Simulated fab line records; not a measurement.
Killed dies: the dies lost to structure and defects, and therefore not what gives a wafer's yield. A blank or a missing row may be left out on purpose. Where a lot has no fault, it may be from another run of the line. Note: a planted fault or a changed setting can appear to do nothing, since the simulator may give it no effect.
Matching of chambers ; flow n5_finfet ; 4 sister chambers for N5_BEOL_M11_ETCH_62 on rie_diel-05
The step etches SOC in N2/H2, target depth 110 nm, overetch 22 nm, time 165 s. 4 wafers are shown with their chamber, then 8 later ones without.

## EACH WAFER AND ITS CHAMBER
wafer;chamber;showerhead_plenum_p_Torr (Torr)
L081.1;0;2.56
L083.3;1;2.63
L083.6;3;2.69
L084.1;2;2.61

## WAFERS WITHOUT THEIR CHAMBER
wafer;showerhead_plenum_p_Torr (Torr)
L084.3;2.63
L084.4;2.55
L088.1;2.63
L088.3;2.68
L088.5;2.63
L092.1;2.55
L092.2;2.68
L092.6;2.60

## CHAMBER TAKEN BY EACH
wafer;from the rows above;in truth
L084.3;1;1
L084.4;0;0
L088.1;1;1
L088.3;3;3
L088.5;1;1
L092.1;0;0
L092.2;3;3
L092.6;2;2
8 of 8 placed correctly. From these rows, 0 cannot be placed. Number placed wrongly: 0.
How it was worked out, from the rows above alone: a wafer's distance from a chamber is the root of the sum, over the readings, of the square of ((its reading less the chamber's mean) divided by the reading's scatter). The wafer belongs to the nearest chamber; if the next one is less than 2 further off, it can't be placed. The mean given for a chamber averages the wafers shown for that chamber. The scatter: root of mean squared gap, hidden wafer to nearest shown wafer, with one shown wafer a chamber.
